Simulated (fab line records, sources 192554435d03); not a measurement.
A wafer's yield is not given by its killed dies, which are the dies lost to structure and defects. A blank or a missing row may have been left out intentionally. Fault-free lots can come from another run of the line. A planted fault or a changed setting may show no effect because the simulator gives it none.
fab line records	flow n5_finfet	part 2 of 2: steps 5 to 6 of 6
record lots=24	wafers=72	last_day=17
route steps=1938 shown BEOL_M2@854
lots that met no fault: from a run of the same line without faults
start_h: start of the lot's first displayed wafer, in hours after the record's first day	wait_h: hours elapsed since this lot's preceding step	" the same as in the row above	L1.1+2: several wafers, shown together as one row	- either no value or no given start	* or withheld: withheld	< > ~ a bound
route shown NAME@n: a module of which the file shows steps, and the number in the route of the first	usual: mean/standard deviation of fault-free wafers	same: alike in all rows	chamber/n: place in a boat	sites: the reading at each site	_std_site: their standard deviation	_edge_site: mean of outer sites minus mean of inner sites	radius_mm: for every site, how far away it sits from the centre of the wafer	mask NAME#n: copy n	behind: the tool/chamber that last shaped the wafer	hold: what put the lot on hold/how long, in hours/how the hold closed	device: which transistor (n, p or np) failed to switch	end of line: tests of these same wafers at the route's end	where a step has no rows: the recipe by itself	killed: at the first sort, the dies lost to defects and structure; wafer yield is something else	map: the dies of a wafer, with x for killed, . for not killed, _ for no die there
set.NAME: the setting that was run; set.NAME@STEP: the one run at that earlier step	model.NAME: the simulator's own value behind a step, which no gauge read
the route's steps for a sample of lots (tables are steps, rows are wafers)
services: the hour from which a tool's chamber was out of use, counted from the record's first day as start_h (under 0 if before that day), plus the number of hours and why
## steps
# step N5_BEOL_M2_VIA_ETCH_34
# recipe chemistry=C4F6/O2	target_depth_a=694	mask_material=SOC	pressure_mtorr=15	ion_energy_ev=250	taper_deg=4	time_s=65.9	source_w=350	bias_w=170	Ar_flow_sccm=300	C4F6_flow_sccm=10	O2_flow_sccm=10
# usual drypump_motor_current_A=5.3/0.5	oes_product_au=0.78/0.1	rf_vpp_V=669/22	showerhead_plenum_p_Torr=2.82/0.1	throttle_valve_pct=30.7/0.41
lot.wafer	tool	chamber	start_h	wait_h	drypump_motor_current_A	oes_product_au	rf_hours_counter_h	rf_vpp_V	showerhead_plenum_p_Torr	throttle_valve_pct
L074.3	rie_diel-05	2	138.46	0.0	5.2	0.86	53	670	2.89	30.4
L074.4	"	1	"	"	6.5	0.75	-	671	2.75	31.1
L074.5	"	2	"	"	5.2	0.86	-	672	2.89	30.4
L075.2	rie_diel-05	1	141.46	0.0	6.4	0.74	160	671	2.75	31.1
L075.4	"	1	"	"	6.4	0.74	-	671	2.75	31.1
L075.6	"	2	"	"	5.2	0.85	-	671	2.89	30.4
L077.1	rie_diel-01	3	150.95	0.0	4.8	0.67	234	670	2.77	30.2
L077.2	"	1	"	"	4.7	0.73	185	645	2.94	31.0
L077.5	"	3	"	"	4.8	0.68	-	671	2.77	30.1
L076.2	rie_diel-04	1	150.99	0.0	5.4	0.67	247	678	2.66	30.3
L076.5	"	0	"	"	5.5	0.69	-	679	2.80	31.2
L076.6	"	3	"	"	4.9	0.70	-	706	2.96	31.3
L078.1	rie_diel-04	3	155.00	0.0	4.9	0.70	191	706	2.96	31.4
L078.2	"	2	"	"	5.3	0.72	182	645	2.71	30.5
L078.6	"	0	"	"	5.5	0.68	-	676	2.80	31.2
L080.1	rie_diel-04	2	165.13	0.0	5.3	0.72	186	645	2.71	30.5
L080.3	"	3	"	"	4.9	0.69	195	707	2.96	31.4
L080.5	"	1	"	"	5.3	0.65	-	678	2.66	30.3
L079.1	rie_diel-04	0	170.33	0.0	5.5	0.67	249	677	2.80	31.2
L079.4	"	0	"	"	5.5	0.67	-	678	2.80	31.2
L079.5	"	3	"	"	4.9	0.69	-	705	2.96	31.4
L081.2	rie_diel-05	0	179.74	0.0	6.0	0.94	12	673	2.78	30.1
L081.4	"	3	"	"	4.9	0.73	188	639	2.73	30.9
L081.6	"	2	"	"	5.2	0.83	-	671	2.89	30.4
L082.1	rie_diel-01	3	189.20	0.0	4.9	0.66	247	669	2.76	30.2
L082.2	"	2	"	"	6.3	0.66	244	648	2.78	30.5
L082.6	"	0	"	"	4.9	0.93	-	698	2.81	30.9
L083.3	rie_diel-04	3	198.06	0.0	4.9	0.69	211	706	2.95	31.4
L083.5	"	3	"	"	4.9	0.68	-	706	2.95	31.4
L083.6	"	1	"	"	5.4	0.92	-	689	2.99	30.3
L085.1	rie_diel-05	3	201.15	0.0	4.9	0.72	195	639	2.72	30.9
L085.3	"	2	"	"	5.2	0.83	74	670	2.88	30.4
L085.6	"	0	"	"	5.9	0.93	-	674	2.77	30.1
L084.2	rie_diel-04	1	201.48	0.0	5.4	0.92	12	690	2.99	30.3
L084.3	"	2	"	"	5.3	0.70	204	645	2.70	30.5
L084.6	"	1	"	"	5.4	0.93	-	690	2.99	30.3
L086.1	rie_diel-04	1	207.29	0.0	5.4	0.91	14	689	2.99	30.3
L086.2	"	3	"	"	4.9	0.67	214	706	2.95	31.4
L086.5	"	2	"	"	5.3	0.70	-	645	2.70	30.5
L087.1	rie_diel-01	1	216.26	0.0	4.7	0.72	213	643	2.93	31.0
L087.4	"	3	"	"	4.9	1.00	-	670	2.76	30.1
L087.6	"	0	"	"	4.9	0.90	-	699	2.80	30.9
L089.2	rie_diel-04	3	221.97	0.0	4.9	0.68	220	705	2.95	31.4
L089.5	"	1	"	"	5.4	0.89	-	690	2.99	30.3
L089.6	"	2	"	"	5.3	0.70	-	644	2.70	30.5
L088.1	rie_diel-05	2	222.01	0.0	5.2	0.82	81	670	2.88	30.4
L088.3	"	3	"	"	4.9	0.73	201	636	2.72	31.0
L088.6	"	0	"	"	6.0	0.90	-	674	2.77	30.2
L090.2	rie_diel-01	3	233.79	0.0	4.9	0.95	9	671	2.76	30.1
L090.5	"	3	"	"	4.8	0.96	-	669	2.76	30.1
L090.6	"	2	"	"	6.3	0.95	-	647	2.77	30.4
L091.4	rie_diel-04	2	239.20	0.0	5.3	0.70	218	645	2.70	30.6
L091.5	"	2	"	"	5.3	0.70	-	646	2.70	30.6
L091.6	"	3	"	"	4.9	0.68	-	706	2.94	31.4
L092.2	rie_diel-05	0	254.21	0.0	6.0	0.87	36	674	2.77	30.1
L092.3	"	1	"	"	6.4	0.71	197	671	2.73	31.1
L092.5	"	3	"	"	4.9	0.71	-	639	2.72	30.9
L093.3	rie_diel-05	3	256.50	0.0	4.9	0.71	214	638	2.72	30.9
L093.5	"	3	"	"	4.9	0.71	-	639	2.72	30.9
L093.6	"	2	"	"	5.2	0.81	-	670	2.87	30.4
L094.1	rie_diel-04	3	256.77	0.0	4.9	0.68	232	706	2.94	31.4
L094.3	"	1	"	"	5.4	0.88	29	690	2.98	30.4
L094.5	"	1	"	"	5.4	0.89	-	690	2.98	30.4
L096.3	rie_diel-04	1	268.99	0.0	5.3	0.87	34	689	2.98	30.4
L096.5	"	1	"	"	5.3	0.88	-	687	2.98	30.4
L096.6	"	0	"	"	5.5	0.92	-	677	2.79	31.0
L095.3	rie_diel-05	3	269.19	0.0	4.9	0.71	220	639	2.71	30.9
L095.4	"	3	"	"	4.9	0.70	-	638	2.71	30.9
L095.5	"	2	"	"	5.2	0.81	-	669	2.87	30.4
L097.1	rie_diel-01	0	275.52	0.0	4.9	0.87	47	697	2.79	31.0
L097.2	"	1	"	"	4.7	0.70	234	643	2.92	31.1
L097.6	"	1	"	"	4.7	0.70	-	645	2.92	31.0
# step N5_BEOL_M2_ANNEAL_91
# recipe temp_c=400	time_s=240	ambient=vacuum
# usual heater_power_w=808/67
lot.wafer	tool	chamber	start_h	wait_h	heater_power_w
L074.3	pvd_sputter-03	-	141.27	0.0	714
L074.4	"	-	"	"	815
L074.5	"	-	"	"	812
L075.2	pvd_sputter-02	-	145.08	0.0	825
L075.4	"	-	"	"	795
L075.6	"	-	"	"	849
L077.1	pvd_sputter-02	-	153.66	0.0	819
L077.2	"	-	"	"	870
L077.5	"	-	"	"	823
L076.2	pvd_sputter-03	-	153.86	0.0	790
L076.5	"	-	"	"	826
L076.6	"	-	"	"	781
L078.1	pvd_sputter-03	-	159.13	0.0	789
L078.2	"	-	"	"	801
L078.6	"	-	"	"	806
L080.1	pvd_sputter-01	-	169.01	0.0	767
L080.3	"	-	"	"	923
L080.5	"	-	"	"	744
L079.1	pvd_sputter-02	-	173.04	0.0	707
L079.4	"	-	"	"	797
L079.5	"	-	"	"	724
L081.2	pvd_sputter-01	-	182.14	0.0	811
L081.4	"	-	"	"	767
L081.6	"	-	"	"	948
L082.1	pvd_sputter-01	-	192.02	0.0	751
L082.2	"	-	"	"	792
L082.6	"	-	"	"	755
L083.3	pvd_sputter-01	-	200.88	0.0	776
L083.5	"	-	"	"	755
L083.6	"	-	"	"	960
L085.1	pvd_sputter-02	-	203.53	0.0	725
L085.3	"	-	"	"	775
L085.6	"	-	"	"	714
L084.2	pvd_sputter-03	-	204.03	0.0	713
L084.3	"	-	"	"	841
L084.6	"	-	"	"	707
L086.1	pvd_sputter-03	-	210.65	0.0	781
L086.2	"	-	"	"	786
L086.5	"	-	"	"	798
L087.1	pvd_sputter-01	-	218.97	0.0	948
L087.4	"	-	"	"	798
L087.6	"	-	"	"	923
L089.2	pvd_sputter-03	-	224.45	0.0	765
L089.5	"	-	"	"	816
L089.6	"	-	"	"	788
L088.1	pvd_sputter-02	-	224.63	0.0	833
L088.3	"	-	"	"	762
L088.6	"	-	"	"	844
L090.2	pvd_sputter-03	-	236.35	0.0	775
L090.5	"	-	"	"	702
L090.6	"	-	"	"	806
L091.4	pvd_sputter-02	-	241.86	0.0	842
L091.5	"	-	"	"	791
L091.6	"	-	"	"	851
L092.2	pvd_sputter-03	-	256.88	0.0	782
L092.3	"	-	"	"	820
L092.5	"	-	"	"	723
L093.3	pvd_sputter-03	-	259.24	0.0	710
L093.5	"	-	"	"	760
L093.6	"	-	"	"	824
L094.1	pvd_sputter-02	-	259.96	0.0	868
L094.3	"	-	"	"	768
L094.5	"	-	"	"	851
L096.3	pvd_sputter-03	-	271.58	0.0	825
L096.5	"	-	"	"	744
L096.6	"	-	"	"	811
L095.3	pvd_sputter-01	-	273.30	0.0	911
L095.4	"	-	"	"	788
L095.5	"	-	"	"	766
L097.1	pvd_sputter-01	-	278.19	0.0	941
L097.2	"	-	"	"	812
L097.6	"	-	"	"	915
## services
tool	chamber	start_h	hours	kind
rie_diel-05	0	119.05	-	clean
rie_diel-05	0	119.05	-	consumable_replace:focus_ring
rie_diel-05	0	119.05	23.4	scheduled_down
rie_diel-05	0	119.05	23.4	vent_cycle
rie_diel-05	2	120.99	4.6	repair
rie_diel-01	0	141.86	-	clean
rie_diel-01	0	141.86	-	consumable_replace:focus_ring
rie_diel-01	0	141.86	13.6	scheduled_down
rie_diel-01	0	141.86	13.6	vent_cycle
pvd_sputter-01	-	144.28	0.7	repair
rie_diel-04	1	152.74	6.5	repair
rie_diel-04	1	165.36	-	clean
pvd_sputter-02	-	177.09	4.0	repair
rie_diel-01	3	197.18	-	clean
rie_diel-01	3	197.18	-	consumable_replace:focus_ring
rie_diel-01	3	197.18	15.6	scheduled_down
rie_diel-01	3	197.18	15.6	vent_cycle
rie_diel-01	2	212.78	-	clean
rie_diel-01	2	212.78	-	consumable_replace:focus_ring
rie_diel-01	2	212.78	15.4	scheduled_down
rie_diel-01	2	212.78	15.4	vent_cycle
rie_diel-04	-	240.99	2.6	repair
rie_diel-05	1	254.24	8.0	repair
rie_diel-01	0	269.87	1.4	repair
